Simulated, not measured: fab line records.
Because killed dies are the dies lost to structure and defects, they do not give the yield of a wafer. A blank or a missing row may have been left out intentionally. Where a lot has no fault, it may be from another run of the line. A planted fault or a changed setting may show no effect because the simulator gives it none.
3 desks, one fault -- flow n5Finfet -- each desk has only its own numbers; what lay behind them comes last
Where a reading is given only as a bound, like >300, the bound stands for it, and a mean or a difference that rests on one is marked > or <: the true number lies beyond.

## THE DEFECT DESK
Inspection counts along the route, by lot: the mean over sampled wafers that carry a number. Any lot whose mean is over 4 standard deviations away from the usual mean is out of limits and marked OUT; that distance is given in the brackets.
Columns: A = rawDefectCount at N5_BEOL_M0_SAQP_INSPECT_16, usual 509; B = rawDefectCount at N5_BEOL_M0_SAQP_INSPECT_42, usual 299; C = rawDefectCount at N5_BEOL_M0_CUTY_INSPECT_59, usual 2.1
lot,first seen here,A,B,C
L725,day 5 17:53,599,300,2.3
L728,day 6 12:28,537,299,1.3
L729,day 6 16:58,420,283,1.7
L734,day 7 20:50,563,404,1.7
L735,day 8 05:19,444,321,2.3
L737,day 8 17:43,1092,963 (+7.5) OUT,>300 (+99 or more) OUT
L738,day 9 00:02,1255 (+4.7) OUT,930 (+7.2) OUT,>300 (+99 or more) OUT
L747,day 11 04:02,422,283,2.3
This desk finds L737, L738 out of limits, L737 being first, at day 8 21:48 (rawDefectCount at N5_BEOL_M0_SAQP_INSPECT_42). L725, L728, L729, L734, L735, L747: within limits.

## AT THE METROLOGY DESK
What the gauges read, lot by lot, whatever tool the lot ran on: means of the sampled wafers that have a number. Any lot whose mean is over 4 standard deviations away from the usual mean is out of limits and marked OUT; that distance is given in the brackets. Only the readings that lie furthest out on some lot appear, 7 of the 10 it has.
Columns: A = DIBL_N at N5_BEOL_M4_RC_MEAS_101, usual 36.1 mV/V; B = DIBL_P at N5_BEOL_M4_RC_MEAS_101, usual 36.1 mV/V; C = IOFF_N at N5_BEOL_M4_RC_MEAS_101, usual 0.15 nA/um; D = IOFF_P at N5_BEOL_M4_RC_MEAS_101, usual 0.21 nA/um; E = SS_N at N5_BEOL_M4_RC_MEAS_101, usual 71.5 mV/dec; F = SS_P at N5_BEOL_M4_RC_MEAS_101, usual 73.1 mV/dec; G = VT_N at N5_BEOL_M4_RC_MEAS_101, usual 251 mV
lot,first seen here,A,B,C,D,E,F,G
L725,day 10 06:14,40.4,41.8,0.23,0.27,72.8,74.6,246
L729,day 12 02:32,36.4,37.0,0.16,0.21,72.4,73.0,250
L728,day 12 06:22,33.9,32.2,0.11,0.18,70.8,72.7,255
L734,day 13 04:46,35.0,34.5,0.12,0.17,70.8,72.7,255
L738,day 13 17:55,35.6,36.9,0.16,0.23,71.4,73.5,251
L735,day 13 19:52,38.0,37.7,0.19,0.21,72.1,73.4,248
L737,day 13 21:08,35.8,34.5,0.14,0.19,71.3,72.5,252
L747,day 16 01:57,36.5,38.1,0.17,0.21,71.9,73.2,253
Result from this desk: across the 8 lots, nothing is out of limits.

## AT THE TOOL OWNER'S DESK: pecvd-02
The tool's own readings at N5_BEOL_M0_SAQP_PECVD_04 (deposits a-Si from SiH4/He, target thk 60 nm, time 60.2 s): means of the sampled wafers that have a number, for each lot that ran on this tool. Any lot whose mean is over 4 standard deviations away from the usual mean is out of limits and marked OUT; that distance is given in the brackets.
Columns: A = heaterPowerW at N5_BEOL_M0_SAQP_PECVD_04, usual 643 W; B = showerheadPlenumPTorr at N5_BEOL_M0_SAQP_PECVD_04, usual 5.65 Torr; C = showerheadVppV at N5_BEOL_M0_SAQP_PECVD_04, usual 614 V; D = throttleValvePct at N5_BEOL_M0_SAQP_PECVD_04, usual 18.4 %
lot,first seen here,A,B,C,D
L729,day 6 16:29,596,5.64,593,18.6
L734,day 7 20:12,657,5.62,591,17.9
L735,day 8 04:48,651,5.62,595,19.1
L737,day 8 17:07,649,5.64,594,18.7
L738,day 8 23:31,649,5.63,595,18.5
Result from this desk: across the 5 lots, nothing is out of limits.

## PUT TOGETHER
The defect desk could have raised an alarm at day 8 21:48, on L737, L738.
From the metrology desk's view, nothing was out of limits.
Nothing out of limits was seen by the tool owner's desk.
The metrology desk holds a record of L737, L738, inside its limits.
The tool owner's desk has L737, L738 on record, within its limits.
Every lot named ran N5_BEOL_M0_SAQP_PECVD_04 on pecvd-02.

## WHAT THE SIMULATOR PUT IN
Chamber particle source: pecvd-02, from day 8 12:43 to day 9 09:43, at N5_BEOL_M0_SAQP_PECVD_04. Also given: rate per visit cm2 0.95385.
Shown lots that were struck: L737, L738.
Hours from the fault's start to each desk's first reading out of limits: the defect desk, 9.
